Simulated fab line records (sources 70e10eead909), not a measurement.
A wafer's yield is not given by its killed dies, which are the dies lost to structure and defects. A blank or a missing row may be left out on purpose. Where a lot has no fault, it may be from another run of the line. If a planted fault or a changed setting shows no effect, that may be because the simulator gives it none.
A lot that was struck, set against a sound lot / flow nand harc / 14 out of 1302 route steps
Sound: the wafers L547.1, L547.2, L547.4. Struck: wafers L564.3, L564.4, L564.6. The cause is named last.
Order at every step that has rows: each side's tool, ch and its chambers, its first start. Under that, the readings that differ: sound wafers / struck wafers / difference of the means / sigmas: that difference in standard deviations of wafers without a fault.
alike: a reading whose means differ by less than 2 such deviations, as well as words and numbers matching on both sides. not compared: withheld readings; readings where some wafer has no value; bounds like >300 that might hide an equal value; numbers whose values overlap and for which the record gives no deviation.
Wherever a step has rows on one side only, a row that says differs or no value, or a row with sigmas, the two part there. Numbers that don't overlap but have no deviation are shown without sigmas and don't part them. Lack of a reading on every wafer of one side parts them only where that side has two or more wafers.

NHARC_P_ZERO_WELL_INSPECT_43:
  sound on defect inspect-02 at day 3 03:28; struck on defect inspect-01 at day 10 01:34
  alike: raw defect count
then, 11 steps without rows for these wafers: NHARC_P_STI_ETCH_26 (etches SiO2 in dHF, target depth 11 nm); NHARC_P_STI_PRECLEAN_27 (cleans in SC1); NHARC_P_STI_SRD_28; NHARC_P_STI_OXIDE_29 (material SiO2, target thk 10 nm, ox time 1362 s); NHARC_P_STI_HM_DEP_30 (deposits Si3N4, target thk 80 nm, time 873 s); NHARC_P_STI_DEHYDRATE_01 (time 120 s); NHARC_P_STI_HMDS_02 (time 30 s); NHARC_P_STI_COAT_41 (time 65 s); NHARC_P_STI_COAT_03 (resist thk 600 nm); NHARC_P_STI_SOFTBAKE_04 (time 70 s); NHARC_P_STI_EBR_05.
NHARC_P_STI_EXPOSE_06: exposes mask P STI, target cd 200 nm.
  sound on krf scanner-02 ch 0, day 3 17:49; struck on krf scanner-03, day 10 16:46
  no value came back on the struck wafers for exposure dose mJ cm2, focus offset nm (nm), reticle temp C (C); on the sound wafers exposure dose mJ cm2 reads 37.62 37.64 37.68
  alike: mask
then, 1 step without rows for these wafers: NHARC_P_STI_PEB_07 (peb time 80 s).

## WHERE THEY PART
Only at NHARC_P_STI_EXPOSE_06, as far as this record shows.

WHY: what the simulator had put in
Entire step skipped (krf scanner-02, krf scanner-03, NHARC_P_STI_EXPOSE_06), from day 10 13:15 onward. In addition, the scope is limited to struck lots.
